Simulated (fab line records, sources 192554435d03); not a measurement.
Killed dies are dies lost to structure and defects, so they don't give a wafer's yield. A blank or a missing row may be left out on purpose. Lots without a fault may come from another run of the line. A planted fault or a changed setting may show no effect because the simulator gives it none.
fab line records | flow n5_finfet
record lots=9 wafers=27 last_day=18
route steps=1938 shown MOL_CONTACT_COAG@526 BEOL_M4@1111
lots that met no fault: from a run of the same line without faults
start_h: hours from the record's first day to the start of the lot's first wafer shown | wait_h: hours since the lot's step before | " the same as in the row above | L1.1+2: a row that stands for several wafers | - no value, or no start given | * or withheld: withheld | < > ~ a bound
route shown NAME@n: a module of which the file shows steps, and the number in the route of the first | usual: mean/standard deviation of fault-free wafers | same: alike in all rows | chamber/n: place in a boat | sites: the reading at each site | _std_site: their standard deviation | _edge_site: outer sites' mean less inner sites' | radius_mm: how far each site lies from the wafer's centre | mask NAME#n: copy n | behind: the tool/chamber that last shaped the wafer | hold: why the lot was held/for how many hours/how that ended | device: the transistor (n, p or np) that didn't switch | end of line: the same wafers' tests at the end of the route | a step without rows: its recipe alone | killed: dies lost to structure and defects at the first sort, not the wafer's yield | map: a wafer's dies, x killed, . not, _ none there
set.NAME: the setting as run; set.NAME@STEP: as run at that earlier step | model.NAME: the simulator's own value behind a step, which no gauge read
steps of the route over a sample of lots; a table a step, a row a wafer
services: from which hour (start_h, from the record's first day; less than 0 if before it) a tool's chamber was out of use, for how many hours, and why
## steps
# step N5_MOL_CONTACT_COAG_CD_MEAS_08
# recipe target_cd_nm=28 landing_energy_ev=500 detector=se_inlens polarity=opening
# usual cd_nm=27.99/0.27
# same landing_energy_ev=500
# columns lot.wafer tool chamber start_h wait_h cd_nm
L650.1 cd_sem-02 0 94.60 - 27.91
L650.3 " 0 " " 28.54
L650.6 " 0 " " 28.47
L651.3 cd_sem-01 0 106.13 - 27.93
L651.4 " 0 " " 27.98
L651.6 " 0 " " 27.69
L652.1 cd_sem-03 0 113.28 - 27.84
L652.2 " 0 " " 27.76
L652.6 " 0 " " 28.21
L655.2 cd_sem-03 0 127.10 - 28.43
L655.3 " 0 " " 28.11
L655.5 " 0 " " 27.94
L660.1 cd_sem-01 0 165.97 - 28.07
L660.4 " 0 " " 27.99
L660.5 " 0 " " 27.79
L662.1 cd_sem-03 0 171.41 - 27.82
L662.3 " 0 " " 28.04
L662.5 " 0 " " 27.50
L666.3 cd_sem-02 0 191.07 - 28.52
L666.4 " 0 " " 28.52
L666.5 " 0 " " 28.39
L669.1 cd_sem-01 0 213.14 - 27.90
L669.2 " 0 " " 28.35
L669.4 " 0 " " 28.00
L671.3 cd_sem-03 0 224.66 - 28.25
L671.4 " 0 " " 27.83
L671.5 " 0 " " 27.92
# step N5_MOL_CONTACT_COAG_ETCH_106
# recipe chemistry=N2/H2 target=SOC target_depth_a=800 overetch_a=160 mask_material=SiARC temp_c=40 time_s=120 ion_energy_ev=200 pressure_mtorr=30 source_w=840 bias_w=150 n2_flow_sccm=200 h2_flow_sccm=200
# usual drypump_motor_current_A=5.8/0.47 oes_product_au=0.67/0.054 rf_vpp_V=526.0/1.5 showerhead_plenum_p_Torr=2.62/0.051 throttle_valve_pct=17.82/0.23
# columns lot.wafer tool chamber start_h wait_h drypump_motor_current_A oes_product_au rf_hours_counter_h rf_vpp_V showerhead_plenum_p_Torr throttle_valve_pct
L650.1 rie_diel-01 1 94.81 0.0 5.7 0.72 76 527.0 2.71 17.82
L650.3 " 3 " " 6.3 0.67 175 526.0 2.62 17.67
L650.6 " 0 " " 6.4 0.69 - 526.2 2.64 17.62
L651.3 rie_diel-01 2 107.05 0.0 5.2 0.63 237 525.3 2.60 18.22
L651.4 " 0 " " 6.4 0.68 154 528.0 2.64 17.63
L651.6 " 1 " " 5.7 0.72 - 528.1 2.71 17.83
L652.1 rie_diel-01 1 113.48 0.0 5.7 0.72 85 528.1 2.70 17.82
L652.2 " 3 " " 6.3 0.67 183 526.1 2.62 17.67
L652.6 " 1 " " 5.7 0.71 - 526.2 2.70 17.84
L655.2 rie_diel-01 0 127.30 0.0 6.3 0.67 162 527.3 2.63 17.64
L655.3 " 1 " " 5.7 0.71 89 528.4 2.70 17.85
L655.5 " 2 " " 5.3 0.63 - 528.4 2.60 18.22
L660.1 rie_diel-01 1 166.48 0.0 5.7 0.71 104 527.8 2.69 17.86
L660.4 " 1 " " 5.7 0.70 - 527.7 2.70 17.85
L660.5 " 3 " " 6.3 0.65 - 526.2 2.61 17.68
L662.1 rie_diel-05 3 171.61 0.0 5.7 0.62 238 523.4 2.52 18.39
L662.3 " 1 " " 5.1 0.68 137 524.2 2.53 17.47
L662.5 " 2 " " 6.0 0.63 - 525.6 2.61 18.10
L666.3 rie_diel-05 1 191.40 0.0 5.1 0.69 142 523.9 2.53 17.47
L666.4 " 2 " " 5.9 0.63 246 524.2 2.61 18.10
L666.5 " 0 " " 6.4 0.64 - 525.1 2.62 17.68
L669.1 rie_diel-05 1 213.49 0.0 5.1 0.68 151 524.1 2.52 17.48
L669.2 " 3 " " 5.7 0.61 251 520.8 2.51 18.42
L669.4 " 1 " " 5.1 0.67 - 524.5 2.52 17.50
L671.3 rie_diel-03 1 224.86 0.0 5.3 0.75 54 523.7 2.57 17.69
L671.4 " 0 " " 5.9 0.77 46 527.7 2.69 17.67
L671.5 " 1 " " 5.4 0.76 - 524.8 2.57 17.70
# step N5_MOL_CONTACT_COAG_STRIP_98
# recipe chemistry=N2/H2 power_w=500 temp_c=40 pressure_mtorr=50 rf_frequency_hz=6e+07 overash_fraction=0.3 bias_power_w=8 h2_frac=0.5 n2_flow_sccm=300 h2_flow_sccm=300
# usual drypump_motor_current_A=5.8/0.47 oes_product_au=0.75/0.066 rf_vpp_V=54.4/1.4 showerhead_plenum_p_Torr=3.46/0.065 throttle_valve_pct=18.9/0.3
# columns lot.wafer tool chamber start_h wait_h drypump_motor_current_A oes_product_au rf_hours_counter_h rf_vpp_V showerhead_plenum_p_Torr throttle_valve_pct
L650.1 rie_diel-01 1 95.05 0.0 5.7 0.82 76 55.8 3.57 19.0
L650.3 " 3 " " 6.3 0.74 175 54.8 3.46 18.5
L650.6 " 0 " " 6.3 0.78 - 55.1 3.48 18.7
L651.3 rie_diel-01 2 107.30 0.0 5.2 0.70 237 54.6 3.43 19.2
L651.4 " 0 " " 6.4 0.75 154 56.1 3.48 18.7
L651.6 " 1 " " 5.7 0.81 - 53.1 3.56 19.0
L652.1 rie_diel-01 1 113.73 0.0 5.7 0.80 85 55.9 3.56 19.0
L652.2 " 3 " " 6.3 0.74 184 57.1 3.46 18.5
L652.6 " 1 " " 5.7 0.79 - 54.3 3.56 19.0
L655.2 rie_diel-01 0 127.55 0.0 6.4 0.76 162 56.6 3.47 18.8
L655.3 " 1 " " 5.7 0.80 89 54.9 3.56 19.0
L655.5 " 2 " " 5.3 0.69 - 53.7 3.43 19.2
L660.1 rie_diel-01 1 166.72 0.0 5.7 0.79 104 54.4 3.55 19.0
L660.4 " 1 " " 5.7 0.78 - 53.3 3.55 19.0
L660.5 " 3 " " 6.3 0.73 - 52.6 3.45 18.6
L662.1 rie_diel-05 3 171.86 0.0 5.7 0.67 239 53.2 3.33 19.8
L662.3 " 1 " " 5.1 0.77 137 51.8 3.34 18.8
L662.5 " 2 " " 6.0 0.69 - 51.1 3.45 19.1
L666.3 rie_diel-05 1 191.64 0.0 5.1 0.75 142 55.3 3.34 18.8
L666.4 " 2 " " 6.0 0.68 246 54.0 3.44 19.2
L666.5 " 0 " " 6.4 0.71 - 53.1 3.46 18.9
L669.1 rie_diel-05 1 213.73 0.0 5.1 0.75 151 52.9 3.34 18.8
L669.2 " 3 " " 5.7 0.67 252 53.5 3.32 19.8
L669.4 " 1 " " 5.1 0.75 - 52.9 3.34 18.8
L671.3 rie_diel-03 1 225.10 0.0 5.4 0.85 54 56.6 3.39 18.6
L671.4 " 0 " " 5.9 0.88 46 53.6 3.55 18.7
L671.5 " 1 " " 5.4 0.84 - 52.5 3.39 18.7
# step N5_MOL_CONTACT_COAG_PRECLEAN_111
# recipe chemistry=NF3:NH3 afs_cycles=1 temp_c=30 time_s=20 sublimation_temp_c=180 sublimation_time_s=60 pressure_torr=3 rf_power_w=30
# usual time_s=20/0
# columns lot.wafer tool chamber start_h wait_h time_s
L650.1 remote_plasma-02 1 95.46 0.3 20
L650.3 " 1 " " 20
L650.6 " 1 " " 20
L651.3 remote_plasma-01 1 107.70 0.2 20
L651.4 " 1 " " 20
L651.6 " 1 " " 20
L652.1 remote_plasma-01 1 115.69 1.8 20
L652.2 " 1 " " 20
L652.6 " 1 " " 20
L655.2 remote_plasma-01 0 127.99 0.3 20
L655.3 " 0 " " 20
L655.5 " 0 " " 20
L660.1 remote_plasma-01 0 167.48 0.6 20
L660.4 " 0 " " 14.91
L660.5 " 0 " " 14.91
L662.1 remote_plasma-01 0 172.18 0.2 20
L662.3 " 0 " " 20
L662.5 " 0 " " 14.91
L666.3 remote_plasma-02 0 192.02 0.2 20
L666.4 " 0 " " 20
L666.5 " 0 " " 20
L669.1 remote_plasma-02 0 214.91 1.0 20
L669.2 " 0 " " 20
L669.4 " 0 " " 20
L671.3 remote_plasma-02 0 226.09 0.8 20
L671.4 " 0 " " 20
L671.5 " 0 " " 20
# step N5_BEOL_M4_RC_MEAS_101
# usual DIBL_N=37.0/1.7 DIBL_P=36.7/2 IOFF_N=0.17/0.035 IOFF_P=0.22/0.035 ION_N=672/12 ION_P=461/7.5 SS_N=71.6/0.67 SS_P=73.4/0.64 VT_N=250/3.5 VT_P=-250/3.5
# columns lot.wafer tool chamber start_h wait_h DIBL_N[mV/V] DIBL_P[mV/V] IOFF_N[nA/um] IOFF_P[nA/um] ION_N[uA/um] ION_P[uA/um] SS_N[mV/dec] SS_P[mV/dec] VT_N[mV] VT_P[mV]
L650.1 prober-01 0 168.91 0.0 37.2 36.6 0.19 0.27 692 476 72.1 73.0 249 -242
L650.3 " 0 " " 34.5 33.5 0.13 0.20 663 461 71.3 72.5 252 -246
L650.6 " 0 " " 34.7 33.6 0.14 0.22 663 469 71.2 73.0 249 -246
L651.3 prober-01 0 176.08 0.3 38.7 41.7 0.22 0.27 674 463 72.6 75.0 248 -248
L651.4 " 0 " " 37.0 39.1 0.16 0.20 664 454 73.0 73.4 254 -251
L651.6 " 0 " " 35.7 36.9 0.14 0.18 645 445 72.5 73.1 256 -253
L652.1 prober-02 0 187.31 0.0 37.0 36.5 0.17 0.25 665 462 71.7 73.2 249 -244
L652.2 " 0 " " 37.2 36.3 0.19 0.25 675 467 72.0 73.1 245 -246
L652.6 " 0 " " 36.3 36.4 0.18 0.25 685 473 71.3 73.8 244 -247
L655.2 prober-01 0 196.31 0.2 38.4 39.0 0.19 0.27 665 464 72.2 73.6 247 -248
L655.3 " 0 " " 39.2 38.8 0.20 0.25 668 449 72.3 74.1 249 -249
L655.5 " 0 " " 39.6 39.8 0.21 0.27 658 454 72.4 74.5 247 -250
L660.1 prober-01 0 237.41 0.0 36.9 36.1 0.18 0.26 687 471 71.7 72.8 245 -244
L660.4 " 0 " " 35.7 34.7 0.16 0.23 680 470 70.2 73.1 247 -245
L660.5 " 0 " " 39.5 39.5 0.24 0.33 693 475 72.4 73.8 243 -242
L662.1 prober-01 0 253.10 0.0 34.3 34.0 0.12 0.17 666 456 70.6 72.4 254 -257
L662.3 " 0 " " 31.9 31.3 0.09 0.13 649 452 69.8 71.8 256 -259
L662.5 " 0 " " 33.6 33.3 0.11 0.16 664 456 70.4 72.3 254 -257
L666.3 prober-02 0 261.93 0.3 40.4 40.5 0.25 0.31 683 471 73.2 74.2 244 -245
L666.4 " 0 " " 37.3 37.0 0.17 0.24 676 465 71.6 73.6 245 -248
L666.5 " 0 " " 37.1 36.6 0.18 0.23 690 467 71.2 73.9 246 -247
L669.1 prober-01 0 300.21 0.0 36.6 36.0 0.14 0.21 662 460 72.5 72.9 251 -250
L669.2 " 0 " " 36.6 35.7 0.15 0.21 669 464 71.4 73.2 253 -249
L669.4 " 0 " " 37.1 36.4 0.16 0.21 672 461 71.9 73.1 251 -250
L671.3 prober-02 0 322.71 0.3 35.5 34.4 0.15 0.20 675 467 72.0 73.6 250 -250
L671.4 " 0 " " 36.0 35.2 0.16 0.22 678 466 71.8 73.5 246 -249
L671.5 " 0 " " 35.8 34.2 0.14 0.20 664 461 71.2 73.1 251 -252
## services
# columns tool chamber start_h hours kind
rie_diel-03 1 72.51 - clean
rie_diel-03 1 72.51 - consumable_replace:focus_ring
rie_diel-03 1 72.51 12.8 scheduled_down
rie_diel-03 1 72.51 12.8 vent_cycle
rie_diel-05 1 96.03 9.1 repair
rie_diel-01 2 108.98 7.7 repair
rie_diel-03 0 131.31 33.0 repair
rie_diel-03 1 139.08 7.7 repair
rie_diel-01 2 153.55 - clean
rie_diel-01 2 153.55 - consumable_replace:esc
rie_diel-01 2 153.55 - consumable_replace:focus_ring
rie_diel-01 2 153.55 23.5 scheduled_down
rie_diel-01 2 153.55 23.5 vent_cycle
rie_diel-05 - 156.32 4.3 pm
rie_diel-01 1 182.08 1.6 repair
rie_diel-05 2 202.05 - clean
rie_diel-05 2 202.05 - consumable_replace:focus_ring
rie_diel-05 2 202.05 14.4 scheduled_down
rie_diel-05 2 202.05 14.4 vent_cycle
rie_diel-05 3 216.48 - clean
rie_diel-05 3 216.48 - consumable_replace:focus_ring
rie_diel-05 3 216.48 20.3 scheduled_down
rie_diel-05 3 216.48 20.3 vent_cycle
## key
first_sign step=N5_MOL_CONTACT_COAG_PRECLEAN_111 reading=time_s direction=down sigmas=99+ usual=* struck=*
effect none on later readings
met_at N5_MOL_CONTACT_COAG_PRECLEAN_111
struck_lots L660,L662
struck_wafers L660.4,L660.5,L662.5
not_acting_at N5_MOL_CONTACT_COAG_CD_MEAS_08,N5_MOL_CONTACT_COAG_ETCH_106,N5_MOL_CONTACT_COAG_STRIP_98
onset_between 127.99 167.48
fault kind=process_parameter_drift tool=remote_plasma-01 chamber=- onset_h=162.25 steps=N5_MOL_CONTACT_COAG_PRECLEAN_111 channel=time_s offset=* shape=step end_h=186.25 scope=struck_wafers_only acts_in=* stated=*
